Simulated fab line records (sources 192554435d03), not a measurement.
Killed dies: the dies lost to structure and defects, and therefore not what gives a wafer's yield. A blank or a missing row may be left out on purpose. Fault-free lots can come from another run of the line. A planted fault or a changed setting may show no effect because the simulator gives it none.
Check of tool commonality | flow n5 finfet | 9 lots, 27 wafers sampled

## THE REASON FOR OPENING IT
Flagged at N5_BEOL_M4_OCD_MEAS_38: reading trench depth nm, on 3 of 9 lots. Fault-free wafers read 55.3 nm, with a standard deviation of 0.9.
Rule: flag the lot when none of its wafers has a number, or when each of its wafers that has one lies beyond 4 standard deviations from that mean. The rest of the lots are taken to be sound.

lot  | measured     | on     | trench depth nm (nm), wafer by wafer | flag
L848 | day 7 11:32  | ocd-02 | 55.2 55.6 55.9                       |
L853 | day 8 10:29  | ocd-02 | 0.1 0.2 0                            | FLAGGED
L855 | day 9 02:00  | ocd-01 | 0 0.1 0                              | FLAGGED
L854 | day 9 06:28  | ocd-01 | 0.1 0 0                              | FLAGGED
L863 | day 11 12:40 | ocd-02 | 54.6 55.9 56.2                       |
L864 | day 11 14:03 | ocd-02 | 55.6 54.4 55.6                       |
L865 | day 11 19:23 | ocd-02 | 54.9 56.5 56.3                       |
L866 | day 12 01:55 | ocd-01 | 54.2 56.1 56.4                       |
L868 | day 12 20:05 | ocd-01 | 56.1 54.2 55.1                       |
On average the flagged lots' numbers are 0.1 nm, which is -55.2 nm against the usual, or -61 standard deviations.

## EACH LOT AND THE TOOL IT RAN ON
The record holds 3 process steps before the reading, out of a route of 1938 steps. Each cell gives the tool, then ch followed by the chambers the sampled wafers passed through, then the start.
lot  | flag    | N5_BEOL_M4_STRIP_36                | N5_BEOL_M4_TRENCH_ETCH_37          | N5_BEOL_M4_STRIP_97
L848 |         | rie diel-03 ch 0,1,3, day 7 11:20  | rie diel-03 ch 0,1,3, day 7 11:23  | rie diel-03 ch 0,1,3, day 7 11:32 or earlier
L853 | FLAGGED | rie diel-06 ch 0,3, day 8 10:17    | rie diel-06 ch 0,3, day 8 10:20    | rie diel-06 ch 0,3, day 8 10:29 or earlier
L855 | FLAGGED | rie diel-03 ch 1,2,3, day 9 01:49  | rie diel-03 ch 1,2,3, day 9 01:51  | rie diel-03 ch 1,2,3, day 9 02:00 or earlier
L854 | FLAGGED | rie diel-01 ch 0,1,2, day 9 06:16  | rie diel-01 ch 0,1,2, day 9 06:19  | rie diel-01 ch 0,1,2, day 9 06:28 or earlier
L863 |         | rie diel-03 ch 0,1, day 11 12:28   | rie diel-03 ch 0,1, day 11 12:31   | rie diel-03 ch 0,1, day 11 12:40 or earlier
L864 |         | rie diel-06 ch 0,1,3, day 11 13:52 | rie diel-06 ch 0,1,3, day 11 13:54 | rie diel-06 ch 0,1,3, day 11 14:03 or earlier
L865 |         | rie diel-03 ch 0,1, day 11 19:11   | rie diel-03 ch 0,1, day 11 19:14   | rie diel-03 ch 0,1, day 11 19:23 or earlier
L866 |         | rie diel-06 ch 2,3, day 12 01:44   | rie diel-06 ch 2,3, day 12 01:46   | rie diel-06 ch 2,3, day 12 01:55 or earlier
L868 |         | rie diel-03 ch 1,2,3, day 12 19:53 | rie diel-03 ch 1,2,3, day 12 19:55 | rie diel-03 ch 1,2,3, day 12 20:05 or earlier
These steps, and what they do:
- N5_BEOL_M4_STRIP_36: strips in N2/H2.
- N5_BEOL_M4_TRENCH_ETCH_37: etches SiOC in C4F6/O2, target depth 55.555 nm, time 29.2 s.
- N5_BEOL_M4_STRIP_97: strips in N2/H2, time 10 s.
- N5_BEOL_M4_OCD_MEAS_38

## FLAGGED AGAINST TOTAL, ONE TOOL AT A TIME (gauges that did the reading follow at the end)
step                      | tool        | lots run | flagged | share of the flagged lots | sound lots run after its first flagged lot
N5_BEOL_M4_STRIP_36       | rie diel-01 | 1        | 1       | some                      | 0
N5_BEOL_M4_STRIP_36       | rie diel-03 | 5        | 1       | some                      | 3 (L863,L865,L868)
N5_BEOL_M4_STRIP_36       | rie diel-06 | 3        | 1       | some                      | 2 (L864,L866)
N5_BEOL_M4_TRENCH_ETCH_37 | rie diel-01 | 1        | 1       | some                      | 0
N5_BEOL_M4_TRENCH_ETCH_37 | rie diel-03 | 5        | 1       | some                      | 3 (L863,L865,L868)
N5_BEOL_M4_TRENCH_ETCH_37 | rie diel-06 | 3        | 1       | some                      | 2 (L864,L866)
N5_BEOL_M4_STRIP_97       | rie diel-01 | 1        | 1       | some                      | 0
N5_BEOL_M4_STRIP_97       | rie diel-03 | 5        | 1       | some                      | 3 (L863,L865,L868)
N5_BEOL_M4_STRIP_97       | rie diel-06 | 3        | 1       | some                      | 2 (L864,L866)
N5_BEOL_M4_OCD_MEAS_38    | ocd-01      | 4        | 2       | some                      | 2 (L866,L868)
N5_BEOL_M4_OCD_MEAS_38    | ocd-02      | 5        | 1       | some                      | 3 (L863,L864,L865)
Because N5_BEOL_M4_STRIP_97 lacks a start for some lots, the hours and order of its lots are taken from N5_BEOL_M4_OCD_MEAS_38.

## THE TABLE: WHAT IT ALLOWS
No row of the table ran every flagged lot.

## WHAT WAS PUT IN BY THE SIMULATOR
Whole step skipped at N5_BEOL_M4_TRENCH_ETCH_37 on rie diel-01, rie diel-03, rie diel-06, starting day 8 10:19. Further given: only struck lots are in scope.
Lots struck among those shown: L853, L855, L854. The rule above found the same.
